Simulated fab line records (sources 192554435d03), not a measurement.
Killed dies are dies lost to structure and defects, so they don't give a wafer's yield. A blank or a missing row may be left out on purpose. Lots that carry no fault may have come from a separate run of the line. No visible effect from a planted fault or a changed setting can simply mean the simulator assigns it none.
Split-lot trial || flow n5-finfet || 7 lots, 21 wafers read, on a route of 1938 steps

SPLIT DETAILS
At N5_MIM_BOT_ETCH_ETCH_04 (etches SiNx in CF4/O2, target depth 26 nm, time 13 s), the setting time-s was moved away from the recipe's 13 s on 3 of the 21 wafers read, by -11.3% to +19.7%. This setting was run at the recipe's value on the other wafers.

The reading is taken at the split's own step.

THE READING
etch.depth-nm (the simulator's own value, which no gauge read), in nm, at N5_MIM_BOT_ETCH_ETCH_04 (etches SiNx in CF4/O2, target depth 26 nm, time 13 s). The file does not state a usual value for it. Average 26.16 nm, standard deviation 0.81 nm, over the 18 wafers here run with the recipe.

{"wafer": "L075.1", "tool, chamber at the split": "rie-diel-03, 0", "time-s as run, s": 13, "against the recipe": "recipe", "etch.depth-nm, nm": 25.1, "against lot-mates on the recipe": "-"}
{"wafer": "L075.2", "tool, chamber at the split": "rie-diel-03, 2", "time-s as run, s": 15.56, "against the recipe": "+19.7%", "etch.depth-nm, nm": 32.54, "against lot-mates on the recipe": "+7.47"}
{"wafer": "L075.5", "tool, chamber at the split": "rie-diel-03, 3", "time-s as run, s": 13, "against the recipe": "recipe", "etch.depth-nm, nm": 25.04, "against lot-mates on the recipe": "-"}
{"wafer": "L081.1", "tool, chamber at the split": "rie-diel-04, 3", "time-s as run, s": 13, "against the recipe": "recipe", "etch.depth-nm, nm": 26.73, "against lot-mates on the recipe": "-"}
{"wafer": "L081.2", "tool, chamber at the split": "rie-diel-04, 2", "time-s as run, s": 13, "against the recipe": "recipe", "etch.depth-nm, nm": 27.75, "against lot-mates on the recipe": "-"}
{"wafer": "L081.5", "tool, chamber at the split": "rie-diel-04, 3", "time-s as run, s": 13, "against the recipe": "recipe", "etch.depth-nm, nm": 26.71, "against lot-mates on the recipe": "-"}
{"wafer": "L084.1", "tool, chamber at the split": "rie-diel-01, 0", "time-s as run, s": 13, "against the recipe": "recipe", "etch.depth-nm, nm": 26.37, "against lot-mates on the recipe": "-"}
{"wafer": "L084.3", "tool, chamber at the split": "rie-diel-01, 2", "time-s as run, s": 13, "against the recipe": "recipe", "etch.depth-nm, nm": 25.83, "against lot-mates on the recipe": "-"}
{"wafer": "L084.6", "tool, chamber at the split": "rie-diel-01, 0", "time-s as run, s": 13, "against the recipe": "recipe", "etch.depth-nm, nm": 25.97, "against lot-mates on the recipe": "-"}
{"wafer": "L089.3", "tool, chamber at the split": "rie-diel-01, 2", "time-s as run, s": 13, "against the recipe": "recipe", "etch.depth-nm, nm": 25.88, "against lot-mates on the recipe": "-"}
{"wafer": "L089.5", "tool, chamber at the split": "rie-diel-01, 2", "time-s as run, s": 14.7, "against the recipe": "+13.1%", "etch.depth-nm, nm": 29.28, "against lot-mates on the recipe": "+3.01"}
{"wafer": "L089.6", "tool, chamber at the split": "rie-diel-01, 1", "time-s as run, s": 13, "against the recipe": "recipe", "etch.depth-nm, nm": 26.67, "against lot-mates on the recipe": "-"}
{"wafer": "L092.3", "tool, chamber at the split": "rie-diel-04, 2", "time-s as run, s": 13, "against the recipe": "recipe", "etch.depth-nm, nm": 27.87, "against lot-mates on the recipe": "-"}
{"wafer": "L092.4", "tool, chamber at the split": "rie-diel-04, 1", "time-s as run, s": 13, "against the recipe": "recipe", "etch.depth-nm, nm": 25.88, "against lot-mates on the recipe": "-"}
{"wafer": "L092.5", "tool, chamber at the split": "rie-diel-04, 3", "time-s as run, s": 13, "against the recipe": "recipe", "etch.depth-nm, nm": 26.99, "against lot-mates on the recipe": "-"}
{"wafer": "L094.1", "tool, chamber at the split": "rie-diel-04, 0", "time-s as run, s": 13, "against the recipe": "recipe", "etch.depth-nm, nm": 25.12, "against lot-mates on the recipe": "-"}
{"wafer": "L094.3", "tool, chamber at the split": "rie-diel-04, 1", "time-s as run, s": 13, "against the recipe": "recipe", "etch.depth-nm, nm": 25.88, "against lot-mates on the recipe": "-"}
{"wafer": "L094.6", "tool, chamber at the split": "rie-diel-04, 1", "time-s as run, s": 11.53, "against the recipe": "-11.3%", "etch.depth-nm, nm": 23.04, "against lot-mates on the recipe": -2.46}
{"wafer": "L096.1", "tool, chamber at the split": "rie-diel-04, 1", "time-s as run, s": 13, "against the recipe": "recipe", "etch.depth-nm, nm": 25.95, "against lot-mates on the recipe": "-"}
{"wafer": "L096.3", "tool, chamber at the split": "rie-diel-04, 0", "time-s as run, s": 13, "against the recipe": "recipe", "etch.depth-nm, nm": 25.42, "against lot-mates on the recipe": "-"}
{"wafer": "L096.6", "tool, chamber at the split": "rie-diel-04, 1", "time-s as run, s": 13, "against the recipe": "recipe", "etch.depth-nm, nm": 25.73, "against lot-mates on the recipe": "-"}

FIT RESULTS
A straight line over all 21 wafers: etch.depth-nm changes by +0.294 nm for each +1% of time-s; r = +0.91; the points scatter about the line by 0.81 nm.
The same after taking each lot's own level away (the mean of its wafers on the recipe; 21 wafers): +0.31 nm for each +1%; r = +0.95; scatter 0.63 nm.
Per that fit: largest time-s move, reading shift of 6.1 nm.
The lots' own levels span 25.070 to 27.063 nm, that is 2.5 times the standard deviation above.
The two slopes agree, so the slope changes little with the lot-to-lot level.
Check: with one of the wafers moved furthest among these (+19.7%) left out of the fit, the line predicts +4.43 nm for it against its lot-mates. Against them it came out at +7.47 nm.

FILE'S OWN FIT
etch.depth-nm changes by +0.312 nm for each +1% of time-s, r = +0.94.
